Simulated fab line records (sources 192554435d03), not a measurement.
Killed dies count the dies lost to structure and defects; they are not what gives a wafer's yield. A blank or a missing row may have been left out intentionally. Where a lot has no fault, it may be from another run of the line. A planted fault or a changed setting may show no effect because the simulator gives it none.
Chamber matching / flow n5Finfet / N5_BEOL_M11_STRIP_19 on rieDiel-06 has 4 sister chambers
The step strips in O2. 22 wafers are shown with their chamber, then 10 later ones without.

WAFERS WITH THEIR CHAMBER
wafer=L077.2; chamber=1; drypumpMotorCurrentA (A)=5.1; showerheadPlenumPTorr (Torr)=2.08; throttleValvePct (%)=16.80
wafer=L077.3; chamber=2; drypumpMotorCurrentA (A)=5.0; showerheadPlenumPTorr (Torr)=2.05; throttleValvePct (%)=16.20
wafer=L077.6; chamber=0; drypumpMotorCurrentA (A)=6.2; showerheadPlenumPTorr (Torr)=2.00; throttleValvePct (%)=16.87
wafer=L080.1; chamber=3; drypumpMotorCurrentA (A)=5.8; showerheadPlenumPTorr (Torr)=2.19; throttleValvePct (%)=16.65
wafer=L080.4; chamber=0; drypumpMotorCurrentA (A)=6.2; showerheadPlenumPTorr (Torr)=1.99; throttleValvePct (%)=16.89
wafer=L080.5; chamber=3; drypumpMotorCurrentA (A)=5.7; showerheadPlenumPTorr (Torr)=2.19; throttleValvePct (%)=16.66
wafer=L081.3; chamber=0; drypumpMotorCurrentA (A)=6.2; showerheadPlenumPTorr (Torr)=1.99; throttleValvePct (%)=16.90
wafer=L081.4; chamber=2; drypumpMotorCurrentA (A)=5.0; showerheadPlenumPTorr (Torr)=2.04; throttleValvePct (%)=16.22
wafer=L081.6; chamber=3; drypumpMotorCurrentA (A)=5.7; showerheadPlenumPTorr (Torr)=2.19; throttleValvePct (%)=16.64
wafer=L082.1; chamber=3; drypumpMotorCurrentA (A)=5.7; showerheadPlenumPTorr (Torr)=2.19; throttleValvePct (%)=16.66
wafer=L082.2; chamber=1; drypumpMotorCurrentA (A)=5.1; showerheadPlenumPTorr (Torr)=2.07; throttleValvePct (%)=16.82
wafer=L082.4; chamber=0; drypumpMotorCurrentA (A)=6.2; showerheadPlenumPTorr (Torr)=1.99; throttleValvePct (%)=16.90
wafer=L083.1; chamber=2; drypumpMotorCurrentA (A)=5.0; showerheadPlenumPTorr (Torr)=2.04; throttleValvePct (%)=16.23
wafer=L083.3; chamber=0; drypumpMotorCurrentA (A)=6.2; showerheadPlenumPTorr (Torr)=1.99; throttleValvePct (%)=16.92
wafer=L083.5; chamber=3; drypumpMotorCurrentA (A)=5.7; showerheadPlenumPTorr (Torr)=2.19; throttleValvePct (%)=16.66
wafer=L086.1; chamber=2; drypumpMotorCurrentA (A)=5.0; showerheadPlenumPTorr (Torr)=2.04; throttleValvePct (%)=16.27
wafer=L086.3; chamber=0; drypumpMotorCurrentA (A)=6.2; showerheadPlenumPTorr (Torr)=1.99; throttleValvePct (%)=16.92
wafer=L086.4; chamber=3; drypumpMotorCurrentA (A)=5.7; showerheadPlenumPTorr (Torr)=2.18; throttleValvePct (%)=16.69
wafer=L093.2; chamber=1; drypumpMotorCurrentA (A)=5.1; showerheadPlenumPTorr (Torr)=2.07; throttleValvePct (%)=16.37
wafer=L093.4; chamber=0; drypumpMotorCurrentA (A)=6.3; showerheadPlenumPTorr (Torr)=1.99; throttleValvePct (%)=16.92
wafer=L093.6; chamber=1; drypumpMotorCurrentA (A)=5.1; showerheadPlenumPTorr (Torr)=2.07; throttleValvePct (%)=16.38
wafer=L091.3; chamber=3; drypumpMotorCurrentA (A)=5.7; showerheadPlenumPTorr (Torr)=2.18; throttleValvePct (%)=16.70

SIGNATURES (means of the wafers above)
reading=drypumpMotorCurrentA; chamber 0=6.214; chamber 1=5.100; chamber 2=5.000; chamber 3=5.714; scatter within a chamber=0.0309
reading=showerheadPlenumPTorr; chamber 0=1.9914; chamber 1=2.0725; chamber 2=2.0425; chamber 3=2.1871; scatter within a chamber=0.00459
reading=throttleValvePct; chamber 0=16.9029; chamber 1=16.5925; chamber 2=16.2300; chamber 3=16.6657; scatter within a chamber=0.105
Rule: distance of a wafer from a chamber = root of the sum over the readings of ((wafer's reading minus chamber's mean) / reading's scatter) squared. The wafer belongs to the nearest chamber; if the next one is less than 2 further off, it can't be placed. The scatter is the square root of a quotient: the sum, over the shown wafers, of each reading's squared deviation from its chamber's mean, divided by wafers minus chambers.

WAFERS WITHOUT THEIR CHAMBER
wafer=L091.6; drypumpMotorCurrentA (A)=5.0; showerheadPlenumPTorr (Torr)=2.04; throttleValvePct (%)=16.28
wafer=L092.1; drypumpMotorCurrentA (A)=5.1; showerheadPlenumPTorr (Torr)=2.07; throttleValvePct (%)=16.39
wafer=L092.2; drypumpMotorCurrentA (A)=6.3; showerheadPlenumPTorr (Torr)=1.99; throttleValvePct (%)=16.94
wafer=L092.3; drypumpMotorCurrentA (A)=5.7; showerheadPlenumPTorr (Torr)=2.18; throttleValvePct (%)=16.69
wafer=L095.1; drypumpMotorCurrentA (A)=5.1; showerheadPlenumPTorr (Torr)=2.07; throttleValvePct (%)=16.39
wafer=L095.3; drypumpMotorCurrentA (A)=5.7; showerheadPlenumPTorr (Torr)=2.18; throttleValvePct (%)=16.72
wafer=L095.6; drypumpMotorCurrentA (A)=6.2; showerheadPlenumPTorr (Torr)=1.98; throttleValvePct (%)=16.93
wafer=L096.1; drypumpMotorCurrentA (A)=5.0; showerheadPlenumPTorr (Torr)=2.07; throttleValvePct (%)=16.41
wafer=L096.4; drypumpMotorCurrentA (A)=6.2; showerheadPlenumPTorr (Torr)=1.98; throttleValvePct (%)=16.99
wafer=L096.5; drypumpMotorCurrentA (A)=5.8; showerheadPlenumPTorr (Torr)=2.18; throttleValvePct (%)=16.70

CHAMBER TAKEN BY EACH
wafer=L091.6; from the rows above=2; in truth=2
wafer=L092.1; from the rows above=1; in truth=1
wafer=L092.2; from the rows above=0; in truth=0
wafer=L092.3; from the rows above=3; in truth=3
wafer=L095.1; from the rows above=1; in truth=1
wafer=L095.3; from the rows above=3; in truth=3
wafer=L095.6; from the rows above=0; in truth=0
wafer=L096.1; from the rows above=1; in truth=1
wafer=L096.4; from the rows above=0; in truth=0
wafer=L096.5; from the rows above=3; in truth=3
Correctly placed: 10 of 10. Not placeable from these rows: 0. Number placed wrongly: 0.
